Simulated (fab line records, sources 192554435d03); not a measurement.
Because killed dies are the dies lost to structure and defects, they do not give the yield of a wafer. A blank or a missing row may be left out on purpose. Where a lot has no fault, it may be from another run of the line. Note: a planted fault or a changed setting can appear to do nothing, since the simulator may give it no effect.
fab line records + flow n5_finfet
record
- lots=7
- wafers=39
route steps=1938 shown BEOL_M2@844 BEOL_M7@1308
start_h: hours from the record's first day to the start of the lot's first wafer shown + wait_h: how many hours have passed since the lot's step before this one + " identical to the entry in the row above + L1.1+2: one row covering several wafers at once + - no value, or no start given + * or withheld: withheld + < > ~ a bound
route shown NAME@n: NAME is a module with steps in the file, n the number in the route of the first one + usual: the fault-free wafers' mean and standard deviation + same: alike in all rows + chamber/n: place in a boat + sites: each site's reading + _std_site: their standard deviation + _edge_site: outer sites' mean less inner sites' + radius_mm: how far each site lies from the wafer's centre + mask NAME#n: copy n + behind: the most recent tool/chamber to have shaped the wafer + hold: why the lot went on hold/how many hours it stayed there/how the hold came to an end + device: the n, p or np transistor that did not switch + end of line: tests of these same wafers at the route's end + for a step that has no rows: nothing shown but its recipe + killed: dies that structure and defects cost at the first sort, which is not the same as the wafer's yield + map: shows each die of a wafer: x if killed, . if not, _ if none is there
set.NAME: the run value of the setting; set.NAME@STEP: its run value at that earlier step + model.NAME: the simulator's own value behind a step, which no gauge read
lots run with intentionally changed settings; tables by step, rows by wafer
## steps
# step N5_BEOL_M2_HM_DEP_02
# recipe
- material=TiN
- target_thk_a=200
- temp_c=25
- chamber_pressure_pa=0.49996
| lot.wafer      | tool           | chamber | start_h | wait_h | set.target_thk_a | model.TiN_of_BEOL_M2_HM_DEP_02.thk_nm |
|----------------|----------------|---------|---------|--------|------------------|---------------------------------------|
| L075.1+4+6     | pvd_sputter-03 | -       | 150.30  | 0.7    | 200              | 20.2                                  |
| L075.2         | "              | -       | "       | "      | 200              | 19.8                                  |
| L075.3+5       | "              | -       | "       | "      | 200              | 20.4                                  |
| L077.1         | pvd_sputter-03 | -       | 165.59  | 0.0    | 200              | 20                                    |
| L077.3         | "              | -       | "       | "      | 200              | 19.6                                  |
| L077.6         | "              | -       | "       | "      | 200              | 19.8                                  |
| L079.1         | pvd_sputter-01 | -       | 165.98  | 0.1    | 200              | 19.8                                  |
| L079.2         | "              | -       | "       | "      | 293.4            | 29.4                                  |
| L079.3         | "              | -       | "       | "      | 293.4            | 29                                    |
| L079.4         | "              | -       | "       | "      | 293.4            | 28.8                                  |
| L079.5         | "              | -       | "       | "      | 200              | 20                                    |
| L079.6         | "              | -       | "       | "      | 200              | 19.4                                  |
| L083.1         | pvd_sputter-01 | -       | 202.65  | 2.0    | 200              | 20.2                                  |
| L083.2+4+5+6   | "              | -       | "       | "      | 200              | 20                                    |
| L083.3         | "              | -       | "       | "      | 200              | 20.4                                  |
| L091.1         | pvd_sputter-02 | -       | 244.61  | 0.7    | 200              | 20.2                                  |
| L091.2         | "              | -       | "       | "      | 236.4            | 23.6                                  |
| L091.3         | "              | -       | "       | "      | 200              | 19.8                                  |
| L091.4+5       | "              | -       | "       | "      | 236.4            | 24                                    |
| L091.6         | "              | -       | "       | "      | 200              | 20                                    |
| L092.1         | pvd_sputter-02 | -       | 249.99  | 0.6    | 107.5            | 11.2                                  |
| L092.2+6       | "              | -       | "       | "      | 200              | 20.2                                  |
| L092.3         | "              | -       | "       | "      | 200              | 20                                    |
| L092.4+5       | "              | -       | "       | "      | 107.5            | 10.8                                  |
| L094.1+2+4+5+6 | pvd_sputter-02 | -       | 263.15  | 0.3    | 200              | 20                                    |
| L094.3         | "              | -       | "       | "      | 200              | 20.4                                  |
# step N5_BEOL_M2_COAT_61
# recipe
- resist=SOC
- temp_c=250
- time_s=60
- spin_rpm=1500
- resist_thk_nm=60
# step N5_BEOL_M2_COAT_62
# recipe
- resist=SiARC
- temp_c=220
- time_s=60
- spin_rpm=1500
- resist_thk_nm=12
# step N5_BEOL_M2_STRIP_75
# recipe
- chemistry=N2/H2
- temp_c=40
- n2_flow_sccm=200
- h2_flow_sccm=200
- rf_frequency_hz=6e+07
# step N5_BEOL_M2_STRIP_66
# recipe
- chemistry=CF4
- resist=SiARC
- power_w=300
- bias_power_w=75
- pressure_mtorr=50
- cf4_flow_sccm=150
- rf_frequency_hz=6e+07
# step N5_BEOL_M2_HM_OPEN_17
# recipe
- chemistry=Cl2/BCl3
- target_depth_a=200
- overetch_a=60
- target=TiN
- mask_material=SOC
- ion_energy_ev=150
- pressure_mtorr=10
- icp_w=1000
- bias_w=126
- Cl2_flow_sccm=53.25
- bcl3_flow_sccm=21.75
- Ar_flow_sccm=25
| lot.wafer | tool         | chamber | start_h | wait_h | set.target_thk_a@BEOL_M2_HM_DEP_02 | model.etch.depth_nm |
|-----------|--------------|---------|---------|--------|------------------------------------|---------------------|
| L075.1    | rie_metal-01 | 1       | 151.98  | 0.0    | 200                                | 20.22               |
| L075.2    | "            | 0       | "       | "      | 200                                | 19.88               |
| L075.3    | "            | 0       | "       | "      | 200                                | 20.41               |
| L075.4+6  | "            | 1,0     | "       | "      | 200                                | 20.29               |
| L075.5    | "            | 1       | "       | "      | 200                                | 20.33               |
| L077.1    | rie_metal-01 | 0       | 166.50  | 0.0    | 200                                | 20.02               |
| L077.3    | "            | 1       | "       | "      | 200                                | 19.69               |
| L077.6    | "            | 1       | "       | "      | 200                                | 19.82               |
| L079.1    | rie_metal-02 | 1       | 167.12  | 0.0    | 200                                | 19.84               |
| L079.2    | "            | 0       | "       | "      | 293.4                              | 26.49               |
| L079.3    | "            | 1       | "       | "      | 293.4                              | 26.15               |
| L079.4    | "            | 0       | "       | "      | 293.4                              | 26.43               |
| L079.5    | "            | 1       | "       | "      | 200                                | 20.01               |
| L079.6    | "            | 0       | "       | "      | 200                                | 19.48               |
| L083.1    | rie_metal-02 | 0       | 203.55  | 0.0    | 200                                | 20.25               |
| L083.2    | "            | 1       | "       | "      | 200                                | 19.96               |
| L083.3    | "            | 1       | "       | "      | 200                                | 20.39               |
| L083.4    | "            | 0       | "       | "      | 200                                | 19.92               |
| L083.5+6  | "            | 1,0     | "       | "      | 200                                | 20.02               |
| L091.1    | rie_metal-03 | 1       | 245.38  | 0.0    | 200                                | 20.1                |
| L091.2    | "            | 0       | "       | "      | 236.4                              | 23.63               |
| L091.3    | "            | 1       | "       | "      | 200                                | 19.89               |
| L091.4    | "            | 0       | "       | "      | 236.4                              | 23.91               |
| L091.5    | "            | 1       | "       | "      | 236.4                              | 23.93               |
| L091.6    | "            | 0       | "       | "      | 200                                | 19.99               |
| L092.1    | rie_metal-01 | 0       | 250.76  | 0.0    | 107.5                              | 11.11               |
| L092.2    | "            | 1       | "       | "      | 200                                | 20.15               |
| L092.3    | "            | 0       | "       | "      | 200                                | 19.99               |
| L092.4    | "            | 1       | "       | "      | 107.5                              | 10.85               |
| L092.5    | "            | 1       | "       | "      | 107.5                              | 10.79               |
| L092.6    | "            | 0       | "       | "      | 200                                | 20.11               |
| L094.1    | rie_metal-03 | 0       | 264.52  | 0.0    | 200                                | 20.06               |
| L094.2    | "            | 1       | "       | "      | 200                                | 20.03               |
| L094.3    | "            | 0       | "       | "      | 200                                | 20.4                |
| L094.4+6  | "            | 1       | "       | "      | 200                                | 20.09               |
| L094.5    | "            | 0       | "       | "      | 200                                | 20.08               |
# step N5_BEOL_M7_TRENCH_ETCH_37
# recipe
- chemistry=C4F6/O2
- target_depth_a=934.78
- target=SiCOH_lowk
- time_s=31.2
- ion_energy_ev=250
- pressure_mtorr=30
- source_w=345
- bias_w=185
- Ar_flow_sccm=300
- C4F6_flow_sccm=10
- O2_flow_sccm=10
| lot.wafer | tool        | chamber | start_h | wait_h | set.target_depth_a | model.etch.depth_nm | model.BEOL_M7.feature_depth_nm | model.TiN_of_BEOL_M7_HM_DEP_02.thk_nm |
|-----------|-------------|---------|---------|--------|--------------------|---------------------|--------------------------------|---------------------------------------|
| L075.1    | rie_diel-01 | 2       | -       | -      | 934.78             | 92.55               | 92.6                           | 17.2                                  |
| L075.2    | "           | 3       | "       | "      | 934.78             | 94.12               | 94.2                           | 17.4                                  |
| L075.3    | "           | 0       | "       | "      | 934.78             | 95.34               | 95.4                           | 17.2                                  |
| L075.4    | "           | 1       | "       | "      | 934.78             | 92.29               | 92.2                           | 17.2                                  |
| L075.5    | "           | 3       | "       | "      | 934.78             | 93.9                | 93.8                           | 17.2                                  |
| L075.6    | "           | 0       | "       | "      | 934.78             | 95.76               | 95.8                           | 17.2                                  |
| L079.1    | rie_diel-06 | 1       | -       | -      | 654.8              | 64.97               | 65                             | 18.4                                  |
| L079.2    | "           | 2       | "       | "      | 934.78             | 94.06               | 94                             | 17.6                                  |
| L079.3    | "           | 3       | "       | "      | 934.78             | 92.9                | 92.8                           | 17.8                                  |
| L079.4    | "           | 0       | "       | "      | 654.8              | 66.33               | 66.4                           | 18.4                                  |
| L079.5    | "           | 2       | "       | "      | 654.8              | 65.75               | 65.8                           | 18.6                                  |
| L079.6    | "           | 1       | "       | "      | 934.78             | 93.04               | 93                             | 17.4                                  |
| L077.1    | rie_diel-02 | 0       | -       | -      | 934.78             | 94.15               | 94.2                           | 17.2                                  |
| L077.3    | "           | 2       | "       | "      | 934.78             | 90.17               | 90.2                           | 17.4                                  |
| L077.6    | "           | 2       | "       | "      | 934.78             | 90.02               | 90                             | 17.6                                  |
| L083.1    | rie_diel-02 | 0       | -       | -      | 1259               | 126.2               | 126.2                          | 16.6                                  |
| L083.2    | "           | 3       | "       | "      | 934.78             | 95.58               | 95.6                           | 17.4                                  |
| L083.3    | "           | 1       | "       | "      | 1259               | 124.4               | 124.4                          | 16.8                                  |
| L083.4    | "           | 2       | "       | "      | 934.78             | 89.65               | 89.6                           | 17.8                                  |
| L083.5    | "           | 0       | "       | "      | 1259               | 126.7               | 126.8                          | 16.4                                  |
| L083.6    | "           | 3       | "       | "      | 934.78             | 94.77               | 94.8                           | 17.6                                  |
| L091.1    | rie_diel-02 | 1       | -       | -      | 1351               | 134.3               | 134.2                          | 16.4                                  |
| L091.2    | "           | 2       | "       | "      | 1351               | 129.6               | 129.6                          | 16.4                                  |
| L091.3    | "           | 0       | "       | "      | 934.78             | 94.07               | 94                             | 17.6                                  |
| L091.4    | "           | 1       | "       | "      | 1351               | 134.4               | 134.4                          | 16.2                                  |
| L091.5    | "           | 0       | "       | "      | 934.78             | 94.25               | 94.2                           | 17.6                                  |
| L091.6    | "           | 2       | "       | "      | 934.78             | 89.98               | 90                             | 17.8                                  |
| L092.1    | rie_diel-01 | 2       | -       | -      | 934.78             | 93.2                | 93.2                           | 17.2                                  |
| L092.2    | "           | 1       | "       | "      | 535.8              | 52.9                | 52.8                           | 18.4                                  |
| L092.3    | "           | 0       | "       | "      | 934.78             | 96.55               | 96.6                           | 17.2                                  |
| L092.4    | "           | 0       | "       | "      | 934.78             | 96.18               | 96.2                           | 17.2                                  |
| L092.5    | "           | 1       | "       | "      | 535.8              | 53.42               | 53.4                           | 18.4                                  |
| L092.6    | "           | 2       | "       | "      | 535.8              | 53.05               | 53                             | 18.4                                  |
| L094.1    | rie_diel-02 | 3       | -       | -      | 934.78             | 95.47               | 95.4                           | 17.2                                  |
| L094.2    | "           | 2       | "       | "      | 934.78             | 89.75               | 89.8                           | 17.2                                  |
| L094.3    | "           | 1       | "       | "      | 934.78             | 92.54               | 92.6                           | 17.2                                  |
| L094.4    | "           | 0       | "       | "      | 934.78             | 94.55               | 94.6                           | 17.2                                  |
| L094.5    | "           | 2       | "       | "      | 934.78             | 89.17               | 89.2                           | 17.4                                  |
| L094.6    | "           | 3       | "       | "      | 934.78             | 94.91               | 95                             | 17.2                                  |
# step N5_BEOL_M7_ETCH_41
# recipe
- chemistry=CH3F/O2
- target=SiCN
- target_depth_a=319
- taper_deg=2
- time_s=57.8
- ion_energy_ev=120
- mask_material=TiN
- pressure_mtorr=30
- source_w=395
- bias_w=75
- Ar_flow_sccm=150
- CH3F_flow_sccm=30
- O2_flow_sccm=20
# step N5_BEOL_M7_STRIP_80
# recipe
- chemistry=N2/H2
- time_s=10
- power_w=450
- temp_c=40
- pressure_mtorr=20
- rf_frequency_hz=6e+07
- bias_power_w=7
- n2_flow_sccm=200
- h2_flow_sccm=200
# step N5_BEOL_M7_OCD_MEAS_38
# usual
- trench_depth_nm=93.5/1.8
| lot.wafer | tool   | chamber | start_h | wait_h | set.target_depth_a@BEOL_M7_TRENCH_ETCH_37 | trench_depth_nm |
|-----------|--------|---------|---------|--------|-------------------------------------------|-----------------|
| L075.1    | ocd-01 | -       | 222.00  | -      | 934.78                                    | 92.0            |
| L075.2    | "      | -       | "       | "      | 934.78                                    | 94.0            |
| L075.3    | "      | -       | "       | "      | 934.78                                    | 95.5            |
| L075.4    | "      | -       | "       | "      | 934.78                                    | 92.4            |
| L075.5    | "      | -       | "       | "      | 934.78                                    | 93.8            |
| L075.6    | "      | -       | "       | "      | 934.78                                    | 95.8            |
| L079.1    | ocd-01 | -       | 227.00  | -      | 654.8                                     | 65.2            |
| L079.2    | "      | -       | "       | "      | 934.78                                    | 93.4            |
| L079.3    | "      | -       | "       | "      | 934.78                                    | 92.6            |
| L079.4    | "      | -       | "       | "      | 654.8                                     | 66.6            |
| L079.5    | "      | -       | "       | "      | 654.8                                     | 65.5            |
| L079.6    | "      | -       | "       | "      | 934.78                                    | 93.2            |
| L077.1    | ocd-02 | -       | 257.59  | -      | 934.78                                    | 94.2            |
| L077.3    | "      | -       | "       | "      | 934.78                                    | 89.9            |
| L077.6    | "      | -       | "       | "      | 934.78                                    | 90.2            |
| L083.1    | ocd-01 | -       | 267.91  | -      | 1259                                      | 126.1           |
| L083.2    | "      | -       | "       | "      | 934.78                                    | 95.6            |
| L083.3    | "      | -       | "       | "      | 1259                                      | 124.8           |
| L083.4    | "      | -       | "       | "      | 934.78                                    | 89.9            |
| L083.5    | "      | -       | "       | "      | 1259                                      | 126.7           |
| L083.6    | "      | -       | "       | "      | 934.78                                    | 95.5            |
| L091.1    | ocd-02 | -       | 317.76  | -      | 1351                                      | 134.6           |
| L091.2    | "      | -       | "       | "      | 1351                                      | 129.8           |
| L091.3    | "      | -       | "       | "      | 934.78                                    | 94.7            |
| L091.4    | "      | -       | "       | "      | 1351                                      | 134.4           |
| L091.5    | "      | -       | "       | "      | 934.78                                    | 94.2            |
| L091.6    | "      | -       | "       | "      | 934.78                                    | 90.0            |
| L092.1    | ocd-02 | -       | 320.95  | -      | 934.78                                    | 93.7            |
| L092.2    | "      | -       | "       | "      | 535.8                                     | 53.5            |
| L092.3    | "      | -       | "       | "      | 934.78                                    | 96.7            |
| L092.4    | "      | -       | "       | "      | 934.78                                    | 96.3            |
| L092.5    | "      | -       | "       | "      | 535.8                                     | 53.5            |
| L092.6    | "      | -       | "       | "      | 535.8                                     | 53.6            |
| L094.1    | ocd-01 | -       | 327.73  | -      | 934.78                                    | 95.4            |
| L094.2    | "      | -       | "       | "      | 934.78                                    | 89.4            |
| L094.3    | "      | -       | "       | "      | 934.78                                    | 92.2            |
| L094.4    | "      | -       | "       | "      | 934.78                                    | 94.9            |
| L094.5    | "      | -       | "       | "      | 934.78                                    | 88.9            |
| L094.6    | "      | -       | "       | "      | 934.78                                    | 95.1            |
# step N5_BEOL_M7_HM_STRIP_39
# recipe
- chemistry=peroxide_tin_strip
- material=TiN
- target_depth_a=250
- temp_c=50
- time_s=158
# step N5_BEOL_M7_SRD_40
# recipe
- time_s=30
- temp_c=23
- rinse_liquid=diw
- dry=ipa_marangoni
# step N5_BEOL_M7_ECD_50
# recipe
- material=Cu
- target_thk_a=3000
# step N5_BEOL_M7_ANNEAL_51
# recipe
- temp_c=225
- time_s=90
- ambient=N2
# step N5_BEOL_M7_CMP_52
# recipe
- stop_on=SiCOH_lowk
- t_overpolish_s=6.9
- down_force_psi=1
- platen_rpm=50
- clearing_platen_down_force_psi=1.5
- clearing_platen_rpm=50
- post_cmp_clean=cu_alkaline
- target_thk_nm=80
- clearing_platen_pad_velocity_m_s=0.99484
- pad_velocity_m_s=0.99484
| lot.wafer | tool   | chamber | start_h | wait_h | set.target_depth_a@BEOL_M7_TRENCH_ETCH_37 | model.Cu_of_BEOL_M7_ECD_50.thk_nm |
|-----------|--------|---------|---------|--------|-------------------------------------------|-----------------------------------|
| L075.4    | cmp-02 | 0       | 224.71  | 0.1    | 934.78                                    | 79.6                              |
| L075.1    | "      | 1       | "       | "      | 934.78                                    | 79.4                              |
| L075.3    | "      | 2       | "       | "      | 934.78                                    | 80                                |
| L075.2    | "      | 3       | "       | "      | 934.78                                    | 80.2                              |
| L075.6    | "      | 0       | "       | "      | 934.78                                    | 82.8                              |
| L075.5    | "      | 1       | "       | "      | 934.78                                    | 82                                |
| L079.2    | cmp-02 | 3       | 229.30  | 0.4    | 934.78                                    | 80.4                              |
| L079.4    | "      | 0       | "       | "      | 654.8                                     | 52.4                              |
| L079.1    | "      | 1       | "       | "      | 654.8                                     | 51.8                              |
| L079.3    | "      | 2       | "       | "      | 934.78                                    | 78                                |
| L079.5    | "      | 3       | "       | "      | 654.8                                     | 53.2                              |
| L079.6    | "      | 0       | "       | "      | 934.78                                    | 79.8                              |
| L077.3    | cmp-02 | 0       | 259.70  | 0.2    | 934.78                                    | 76.8                              |
| L077.1    | "      | 1       | "       | "      | 934.78                                    | 81.8                              |
| L077.6    | "      | 0       | "       | "      | 934.78                                    | 76.4                              |
| L083.2    | cmp-01 | 2       | 270.28  | 0.4    | 934.78                                    | 81.2                              |
| L083.3    | "      | 3       | "       | "      | 1259                                      | 111.8                             |
| L083.1    | "      | 0       | "       | "      | 1259                                      | 112.8                             |
| L083.4    | "      | 1       | "       | "      | 934.78                                    | 76.6                              |
| L083.5    | "      | 2       | "       | "      | 1259                                      | 112.4                             |
| L083.6    | "      | 3       | "       | "      | 934.78                                    | 80.8                              |
| L091.1    | cmp-04 | 0       | 320.02  | 0.3    | 1351                                      | 120.6                             |
| L091.2    | "      | 1       | "       | "      | 1351                                      | 115.8                             |
| L091.4    | "      | 2       | "       | "      | 1351                                      | 120.8                             |
| L091.3    | "      | 3       | "       | "      | 934.78                                    | 80.6                              |
| L091.5    | "      | 0       | "       | "      | 934.78                                    | 79.8                              |
| L091.6    | "      | 1       | "       | "      | 934.78                                    | 75                                |
| L092.3    | cmp-04 | 3       | 323.41  | 0.4    | 934.78                                    | 83.6                              |
| L092.4    | "      | 0       | "       | "      | 934.78                                    | 81.6                              |
| L092.1    | "      | 1       | "       | "      | 934.78                                    | 79.8                              |
| L092.2    | "      | 2       | "       | "      | 535.8                                     | 38.8                              |
| L092.5    | "      | 3       | "       | "      | 535.8                                     | 41.6                              |
| L092.6    | "      | 0       | "       | "      | 535.8                                     | 39.6                              |
| L094.2    | cmp-01 | 2       | 331.52  | 0.2    | 934.78                                    | 75.8                              |
| L094.4    | "      | 3       | "       | "      | 934.78                                    | 79.2                              |
| L094.1    | "      | 0       | "       | "      | 934.78                                    | 81.6                              |
| L094.3    | "      | 1       | "       | "      | 934.78                                    | 78.6                              |
| L094.5    | "      | 2       | "       | "      | 934.78                                    | 74.4                              |
| L094.6    | "      | 3       | "       | "      | 934.78                                    | 80.6                              |
# step N5_BEOL_M7_THK_MEAS_53
# recipe
- thk_meas_gauge=xrf
- reads=Cu_of_BEOL_M7_ECD_50
# usual
- M7_THK=80.7/2
| lot.wafer | tool          | chamber | start_h | wait_h | set.target_depth_a@BEOL_M7_TRENCH_ETCH_37 | M7_THK[nm] |
|-----------|---------------|---------|---------|--------|-------------------------------------------|------------|
| L075.1    | film_metro-01 | -       | 225.00  | -      | 934.78                                    | 79.9       |
| L075.2    | "             | -       | "       | "      | 934.78                                    | 80.8       |
| L075.3    | "             | -       | "       | "      | 934.78                                    | 80.5       |
| L075.4    | "             | -       | "       | "      | 934.78                                    | 80.0       |
| L075.5    | "             | -       | "       | "      | 934.78                                    | 82.2       |
| L075.6    | "             | -       | "       | "      | 934.78                                    | 83.0       |
| L079.1    | film_metro-02 | -       | 229.59  | -      | 654.8                                     | 52.8       |
| L079.2    | "             | -       | "       | "      | 934.78                                    | 82.5       |
| L079.3    | "             | -       | "       | "      | 934.78                                    | 80.2       |
| L079.4    | "             | -       | "       | "      | 654.8                                     | 53.9       |
| L079.5    | "             | -       | "       | "      | 654.8                                     | 54.6       |
| L079.6    | "             | -       | "       | "      | 934.78                                    | 81.9       |
| L077.1    | film_metro-02 | -       | 260.00  | -      | 934.78                                    | 82.3       |
| L077.3    | "             | -       | "       | "      | 934.78                                    | 77.7       |
| L077.6    | "             | -       | "       | "      | 934.78                                    | 77.1       |
| L083.1    | film_metro-02 | -       | 270.58  | -      | 1259                                      | 116.3      |
| L083.2    | "             | -       | "       | "      | 934.78                                    | 83.6       |
| L083.3    | "             | -       | "       | "      | 1259                                      | 115.3      |
| L083.4    | "             | -       | "       | "      | 934.78                                    | 78.7       |
| L083.5    | "             | -       | "       | "      | 1259                                      | 115.3      |
| L083.6    | "             | -       | "       | "      | 934.78                                    | 83.3       |
| L091.1    | film_metro-01 | -       | 320.31  | -      | 1351                                      | 121.7      |
| L091.2    | "             | -       | "       | "      | 1351                                      | 116.5      |
| L091.3    | "             | -       | "       | "      | 934.78                                    | 81.3       |
| L091.4    | "             | -       | "       | "      | 1351                                      | 122.3      |
| L091.5    | "             | -       | "       | "      | 934.78                                    | 80.8       |
| L091.6    | "             | -       | "       | "      | 934.78                                    | 76.1       |
| L092.1    | film_metro-02 | -       | 323.71  | -      | 934.78                                    | 81.3       |
| L092.2    | "             | -       | "       | "      | 535.8                                     | 39.6       |
| L092.3    | "             | -       | "       | "      | 934.78                                    | 85.1       |
| L092.4    | "             | -       | "       | "      | 934.78                                    | 82.9       |
| L092.5    | "             | -       | "       | "      | 535.8                                     | 42.3       |
| L092.6    | "             | -       | "       | "      | 535.8                                     | 40.3       |
| L094.1    | film_metro-01 | -       | 331.82  | -      | 934.78                                    | 82.6       |
| L094.2    | "             | -       | "       | "      | 934.78                                    | 77.0       |
| L094.3    | "             | -       | "       | "      | 934.78                                    | 79.7       |
| L094.4    | "             | -       | "       | "      | 934.78                                    | 80.6       |
| L094.5    | "             | -       | "       | "      | 934.78                                    | 75.5       |
| L094.6    | "             | -       | "       | "      | 934.78                                    | 81.9       |
# step N5_BEOL_M7_PRE_CLEAN_55
# recipe
- gas=NH3
- time_s=15
- temp_c=withheld
- rf_power_w=300
# step N5_BEOL_M7_DEP_56
# recipe
- material=SiCN
- target_thk_a=100
- temp_c=withheld
- precursor=3MS/NH3
- pressure_torr=3
- rf_w=202
- time_s=17.5
# step N5_BEOL_M7_RS_MEAS_57
# recipe
- thk_meas_gauge=four-point-probe
- reads=Cu_of_BEOL_M7_ECD_50+Co_of_BEOL_M7_CVD_78+TaN_of_BEOL_M7_ALD_77
# usual
- M7_RS=0.288/0.0082
| lot.wafer | tool          | chamber | start_h | wait_h | set.target_depth_a@BEOL_M7_TRENCH_ETCH_37 | M7_RS[ohm/sq] |
|-----------|---------------|---------|---------|--------|-------------------------------------------|---------------|
| L075.1    | film_metro-01 | -       | 225.13  | 0.1    | 934.78                                    | 0.288         |
| L075.2    | "             | -       | "       | "      | 934.78                                    | 0.285         |
| L075.3    | "             | -       | "       | "      | 934.78                                    | 0.286         |
| L075.4    | "             | -       | "       | "      | 934.78                                    | 0.288         |
| L075.5    | "             | -       | "       | "      | 934.78                                    | 0.278         |
| L075.6    | "             | -       | "       | "      | 934.78                                    | 0.275         |
| L079.1    | film_metro-02 | -       | 229.73  | 0.1    | 654.8                                     | 0.485         |
| L079.2    | "             | -       | "       | "      | 934.78                                    | 0.284         |
| L079.3    | "             | -       | "       | "      | 934.78                                    | 0.295         |
| L079.4    | "             | -       | "       | "      | 654.8                                     | 0.477         |
| L079.5    | "             | -       | "       | "      | 654.8                                     | 0.467         |
| L079.6    | "             | -       | "       | "      | 934.78                                    | 0.287         |
| L077.1    | film_metro-01 | -       | 260.13  | 0.1    | 934.78                                    | 0.279         |
| L077.3    | "             | -       | "       | "      | 934.78                                    | 0.300         |
| L077.6    | "             | -       | "       | "      | 934.78                                    | 0.302         |
| L083.1    | film_metro-01 | -       | 270.74  | 0.1    | 1259                                      | 0.192         |
| L083.2    | "             | -       | "       | "      | 934.78                                    | 0.281         |
| L083.3    | "             | -       | "       | "      | 1259                                      | 0.195         |
| L083.4    | "             | -       | "       | "      | 934.78                                    | 0.301         |
| L083.5    | "             | -       | "       | "      | 1259                                      | 0.194         |
| L083.6    | "             | -       | "       | "      | 934.78                                    | 0.283         |
| L091.1    | film_metro-01 | -       | 320.71  | 0.3    | 1351                                      | 0.179         |
| L091.2    | "             | -       | "       | "      | 1351                                      | 0.187         |
| L091.3    | "             | -       | "       | "      | 934.78                                    | 0.284         |
| L091.4    | "             | -       | "       | "      | 1351                                      | 0.178         |
| L091.5    | "             | -       | "       | "      | 934.78                                    | 0.287         |
| L091.6    | "             | -       | "       | "      | 934.78                                    | 0.308         |
| L092.1    | film_metro-02 | -       | 323.84  | 0.1    | 934.78                                    | 0.286         |
| L092.2    | "             | -       | "       | "      | 535.8                                     | 0.698         |
| L092.3    | "             | -       | "       | "      | 934.78                                    | 0.271         |
| L092.4    | "             | -       | "       | "      | 934.78                                    | 0.279         |
| L092.5    | "             | -       | "       | "      | 535.8                                     | 0.639         |
| L092.6    | "             | -       | "       | "      | 535.8                                     | 0.678         |
| L094.1    | film_metro-01 | -       | 331.95  | 0.1    | 934.78                                    | 0.279         |
| L094.2    | "             | -       | "       | "      | 934.78                                    | 0.305         |
| L094.3    | "             | -       | "       | "      | 934.78                                    | 0.292         |
| L094.4    | "             | -       | "       | "      | 934.78                                    | 0.289         |
| L094.5    | "             | -       | "       | "      | 934.78                                    | 0.312         |
| L094.6    | "             | -       | "       | "      | 934.78                                    | 0.283         |
## key
split
- step=N5_BEOL_M2_HM_DEP_02
- setting=target_thk_a
- stated=200
- by=wafer
response
- step=N5_BEOL_M2_HM_DEP_02
- reading=model.TiN_of_BEOL_M2_HM_DEP_02.thk_nm
- change=+0.2
- per=1%
- r=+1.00
response
- step=N5_BEOL_M2_HM_OPEN_17
- reading=model.etch.depth_nm
- change=+0.172
- per=1%
- r=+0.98
split
- step=N5_BEOL_M7_TRENCH_ETCH_37
- setting=target_depth_a
- stated=934.78
- by=wafer
response
- step=N5_BEOL_M7_TRENCH_ETCH_37
- reading=model.etch.depth_nm
- change=+0.938
- per=1%
- r=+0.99
response
- step=N5_BEOL_M7_TRENCH_ETCH_37
- reading=model.BEOL_M7.feature_depth_nm
- change=+0.938
- per=1%
- r=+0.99
response
- step=N5_BEOL_M7_TRENCH_ETCH_37
- reading=model.TiN_of_BEOL_M7_HM_DEP_02.thk_nm
- change=-0.029
- per=1%
- r=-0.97
response
- step=N5_BEOL_M7_OCD_MEAS_38
- reading=trench_depth_nm
- change=+0.933
- per=1%
- r=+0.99
response
- step=N5_BEOL_M7_CMP_52
- reading=model.Cu_of_BEOL_M7_ECD_50.thk_nm
- change=+0.937
- per=1%
- r=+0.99
response
- step=N5_BEOL_M7_THK_MEAS_53
- reading=M7_THK
- change=+0.953
- per=1%
- r=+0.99
response
- step=N5_BEOL_M7_RS_MEAS_57
- reading=M7_RS
- shape=bent
- at_lowest=0.672
- at_stated=0.288
- at_highest=0.181
